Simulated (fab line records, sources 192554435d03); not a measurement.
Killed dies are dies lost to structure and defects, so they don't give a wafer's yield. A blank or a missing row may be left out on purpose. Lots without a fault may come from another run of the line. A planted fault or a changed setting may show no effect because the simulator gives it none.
Chamber matching | flow n5_finfet | N5_BEOL_M5_STRIP_19 on rie_diel-02: 4 sister chambers
The step strips in O2. 8 wafers are shown with their chamber, then 11 later ones without.

WAFERS WITH THEIR CHAMBER
wafer  | chamber | showerhead_plenum_p_Torr (Torr) | throttle_valve_pct (%)
L074.5 | 3       | 2.07                            | 17.03
L077.4 | 3       | 2.07                            | 17.02
L079.6 | 1       | 2.11                            | 16.73
L085.1 | 2       | 2.11                            | 16.14
L088.1 | 1       | 2.10                            | 16.78
L088.2 | 2       | 2.11                            | 16.14
L088.3 | 0       | 2.14                            | 16.69
L088.4 | 0       | 2.14                            | 16.70

WAFERS WITHOUT THEIR CHAMBER
wafer  | showerhead_plenum_p_Torr (Torr) | throttle_valve_pct (%)
L088.5 | 2.11                            | 16.15
L088.6 | 2.10                            | 16.78
L093.1 | 2.14                            | 16.71
L093.3 | 2.11                            | 16.14
L093.4 | 2.14                            | 16.71
L096.4 | 2.10                            | 16.17
L096.5 | 2.14                            | 16.71
L096.6 | 2.06                            | 16.61
L097.1 | 2.10                            | 16.17
L097.4 | 2.13                            | 16.73
L097.5 | 2.06                            | 16.64

WHICH CHAMBER EACH WENT THROUGH
wafer  | from the rows above | in truth
L088.5 | 2                   | 2
L088.6 | 1                   | 1
L093.1 | 0                   | 0
L093.3 | 2                   | 2
L093.4 | 0                   | 0
L096.4 | 2                   | 2
L096.5 | 0                   | 0
L096.6 | 1                   | 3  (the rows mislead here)
L097.1 | 2                   | 2
L097.4 | 0                   | 0
L097.5 | 1                   | 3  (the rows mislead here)
Placed correctly: 9 of 11. Can't be placed from these rows: 0. Placed wrongly: 2.
How it was worked out, from the rows above alone: a wafer's distance from a chamber is the root of the sum, over the readings, of the square of ((its reading less the chamber's mean) divided by the reading's scatter). The wafer belongs to the nearest chamber; if the next one is less than 2 further off, it can't be placed. A chamber's mean is the mean of its shown wafers. The scatter: the root of (the sum of the squares of (reading less its chamber's mean) over the shown wafers, divided by (wafers less chambers)).
